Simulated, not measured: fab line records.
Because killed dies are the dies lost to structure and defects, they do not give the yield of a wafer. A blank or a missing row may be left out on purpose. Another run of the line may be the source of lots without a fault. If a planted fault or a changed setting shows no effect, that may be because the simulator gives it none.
Matching of chambers    flow n5-finfet    rie-diel-02 running N5_BEOL_M13_VIA_ETCH_16: 4 sister chambers
The step etches SiOC in C4F8/O2/Ar, target depth 921.7 nm. 4 wafers are shown with their chamber, then 9 later ones without.

WAFERS WITH THEIR CHAMBER
wafer   chamber  showerhead-plenum-p-Torr (Torr)
L084.6  1        3.29
L083.2  3        3.25
L083.4  2        3.42
L083.6  0        3.48

WAFERS WHOSE CHAMBER IS MISSING
wafer   showerhead-plenum-p-Torr (Torr)
L085.1  3.25
L085.5  3.47
L085.6  3.29
L086.1  3.41
L086.2  3.25
L086.4  3.29
L092.2  3.47
L092.4  3.28
L092.6  3.41

CHAMBER TAKEN BY EACH
wafer   from the rows above  in truth
L085.1  3                    3
L085.5  0                    0
L085.6  1                    1
L086.1  2                    2
L086.2  3                    3
L086.4  1                    1
L092.2  0                    0
L092.4  1                    1
L092.6  2                    2
Correctly placed: 9 of 9. Not placeable from these rows: 0. Wrongly placed: 0.
How it was worked out, from the rows above alone: a wafer's distance from a chamber is the root of the sum, over the readings, of the square of ((its reading less the chamber's mean) divided by the reading's scatter). If the next closest chamber is less than 2 further off than the closest, the wafer can't be placed; otherwise it belongs to the closest. A chamber's mean is the mean of its shown wafers. The scatter: root of mean squared gap, hidden wafer to nearest shown wafer, with one shown wafer a chamber.
